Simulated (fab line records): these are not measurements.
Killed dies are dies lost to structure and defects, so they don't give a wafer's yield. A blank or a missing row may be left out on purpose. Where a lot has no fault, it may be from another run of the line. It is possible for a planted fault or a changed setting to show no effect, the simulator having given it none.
The same fault as seen by 2 desks    flow n5Finfet    what lay behind the numbers comes last; until then each desk has only its own

== FOR THE TOOL OWNER'S DESK: rieDiel-01 ==
The tool's own readings at N5_BEOL_M3_ETCH_69 (etches SiARC in CF4, target depth 15.6 nm, time 26 s): means of the sampled wafers that have a number, for each lot that ran on this tool. If a lot's mean is further than 4 standard deviations from the usual mean, the lot is out of limits and carries the mark OUT (the distance appears in the brackets).
Columns: A = drypumpMotorCurrentA at N5_BEOL_M3_ETCH_69, usual 5.8 A; B = etchRfOnTimeS at N5_BEOL_M3_ETCH_69, usual 25.8 s; C = mfcArSccm at N5_BEOL_M3_ETCH_69, usual 100.0 sccm; D = oesProductAu at N5_BEOL_M3_ETCH_69, usual 0.69 a.u.; E = rfVppV at N5_BEOL_M3_ETCH_69, usual 183.7 V; F = showerheadPlenumPTorr at N5_BEOL_M3_ETCH_69, usual 2.11 Torr; G = throttleValvePct at N5_BEOL_M3_ETCH_69, usual 15.52 %
lot   first seen here  A    B                C      D     E      F     G
L780  day 7 15:24      6.0  26.9             100.0  0.62  183.5  2.08  15.65
L781  day 8 03:03      5.8  26.2             100.1  0.66  184.0  2.09  15.61
L786  day 8 12:39      5.9  26.7             99.9   0.60  182.9  2.04  15.68
L793  day 10 11:01     6.3  16.2 (-9.9) OUT  99.9   0.85  182.9  2.07  15.59
L795  day 11 00:26     6.0  19.4 (-6.6) OUT  100.1  0.80  183.4  2.09  15.58
Finding of this desk: L793, L795 out of limits; the first was L793 at day 10 11:01, on etchRfOnTimeS at N5_BEOL_M3_ETCH_69. Within limits: L780, L781, L786.

== METROLOGY DESK ==
What the gauges read, lot by lot, whatever tool the lot ran on: means of the sampled wafers that have a number. If a lot's mean is further than 4 standard deviations from the usual mean, the lot is out of limits and carries the mark OUT (the distance appears in the brackets). Only the readings that lie furthest out on some lot appear, 7 of the 12 it has.
Columns: A = cdNm at N5_BEOL_M3_CD_MEAS_11, usual 17.19 nm; B = V2_OVL at N5_BEOL_M3_OVL_MEAS_29, usual 0.4 nm; C = DIBL_N at N5_BEOL_M4_RC_MEAS_101, usual 37.3 mV/V; D = DIBL_P at N5_BEOL_M4_RC_MEAS_101, usual 37.4 mV/V; E = ION_N at N5_BEOL_M4_RC_MEAS_101, usual 679 uA/um; F = ION_P at N5_BEOL_M4_RC_MEAS_101, usual 468 uA/um; G = SS_N at N5_BEOL_M4_RC_MEAS_101, usual 71.8 mV/dec
lot   first seen here  A      B     C     D     E    F    G
L780  day 7 14:02      17.23  0.1   36.8  37.0  682  477  71.8
L781  day 8 01:53      17.13  -1.5  34.5  34.1  666  463  71.0
L783  day 8 02:55      17.22  0.7   37.6  37.3  687  472  71.8
L786  day 8 11:36      17.10  1.5   36.4  36.9  687  472  71.6
L785  day 8 18:28      17.22  1.3   34.6  33.6  672  464  70.8
L793  day 10 09:47     17.34  -1.5  36.9  37.5  658  452  72.0
L795  day 10 23:22     17.33  1.8   33.7  34.2  667  460  71.0
L796  day 11 07:56     17.59  0.3   37.4  38.7  690  469  72.0
L797  day 11 21:01     17.25  -0.7  37.9  37.9  679  461  71.9
L801  day 12 16:59     16.95  0.8   37.3  37.8  668  462  72.2
Result from this desk: across the 10 lots, nothing is out of limits.

== PUT TOGETHER ==
An alarm could have come from the tool owner's desk at day 10 11:01, on L793, L795.
The metrology desk saw nothing out of limits.
The metrology desk holds a record of L793, L795, inside its limits.
Every lot named ran N5_BEOL_M3_ETCH_69 on rieDiel-01.

== WHAT THE SIMULATOR HAD INSERTED ==
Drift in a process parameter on rieDiel-01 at N5_BEOL_M3_ETCH_69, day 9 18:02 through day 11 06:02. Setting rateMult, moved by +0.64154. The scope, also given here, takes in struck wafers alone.
Lots struck among those shown: L793, L795.
How many hours passed from the start of the fault until each desk's first out-of-limits reading: the tool owner's desk, 17.
